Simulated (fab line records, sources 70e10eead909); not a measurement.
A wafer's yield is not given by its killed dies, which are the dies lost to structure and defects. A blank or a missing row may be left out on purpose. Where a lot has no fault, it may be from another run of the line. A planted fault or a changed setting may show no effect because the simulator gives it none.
8D (eight disciplines) problem report, filled in by code || flow nandHarc || the parts of the form that need people (team, actions taken, sign-off) are left out

== 1. THE ISSUE ==
overlayXNm at NHARC_P_M2_OVL_MEAS_10 reads a mean of 37.9 nm on 9 wafers of 3 lots; wafers without a fault read 0.3 nm with a standard deviation of 0.66. That puts it +57 standard deviations away from the usual mean.
The step: pitch 340 nm.
First seen on wafer L777.1, day 9 17:38, on overlay-02. At this step, 39 wafers from 13 lots have a number in the record. Rule for "out", or "out of limits": more than 4 standard deviations from the usual mean. The rest of the wafers with a number are treated as sound.

== 2. WHAT IT IS AND WHAT IT IS NOT ==
{"question": "which readings at this step", "is": "overlayXNm", "is not": "overlayYNm"}
{"question": "which lots", "is": "L777, L783, L784", "is not": "L770, L771, L772, L773, L774, L782, L786, L788, L791, L793"}
{"question": "which wafers of those lots", "is": "all that have a number", "is not": "-"}
{"question": "read on which gauges", "is": "overlay-01, overlay-02", "is not": "-"}
{"question": "when", "is": "from day 9 17:38", "is not": "up to then (15 sound wafers); but 15 sound wafers of L782, L786, L788, L791, L793 came after"}

== 3. SUSPECTS, AND WHAT RULES EACH OUT ==
Counting: a tool at a process step up to the reading stays a suspect if it ran every lot that is out and no sound lot after the first of them.
- the gauge at NHARC_P_M2_OVL_MEAS_10: ruled out. The wafers that are out were read on 2 gauges (overlay-01, overlay-02).
- arfiScanner-03 at NHARC_P_M2_EXPOSE_06 (exposes mask P M2, target cd 170 nm): kept. It processed each lot that is out, first L777 at day 9 17:24, and no sound lot thereafter; up to then, the last sound lot it processed was L774 at day 8 10:37.
The count leaves arfiScanner-03 at NHARC_P_M2_EXPOSE_06.

== 4. THE CAUSE (what the simulator had put in) ==
Scanner matching overlay: arfiScanner-03, from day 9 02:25 on, at NHARC_P_M2_EXPOSE_06. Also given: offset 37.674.
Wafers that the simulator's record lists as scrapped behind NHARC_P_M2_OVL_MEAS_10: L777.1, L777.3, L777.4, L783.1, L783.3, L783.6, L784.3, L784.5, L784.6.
The count eliminated every tool but this one.

== 5. SEQUENCE OF EFFECTS, ordered by route ==
Each row: a reading where the mean over the struck wafers with a number is more than 3 standard deviations away from the usual. Only readings for which the record gives a usual standard deviation are gone through. hours: the time from each lot's start at the first step in this table that gives one to its start at this step, as a median over the lots. sigmas: the change in usual standard deviations.
{"hours": 0, "step": "NHARC_P_M2_OVL_MEAS_10", "reading": "overlayXNm", "usual": "0.3 nm", "on struck wafers": 37.9, "change": "+37.6", "sigmas": "+57"}

== 6. WHAT WOULD HAVE CAUGHT IT SOONER ==
The first out-of-limits reading at a measuring or inspecting step in this record came at day 9 17:38, 15 hours after the fault's start at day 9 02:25.
Lots out: 3; of these, L784, L783 started NHARC_P_M2_EXPOSE_06 on arfiScanner-03 after day 9 17:38. A hold on the tool at that time would have spared those 2.
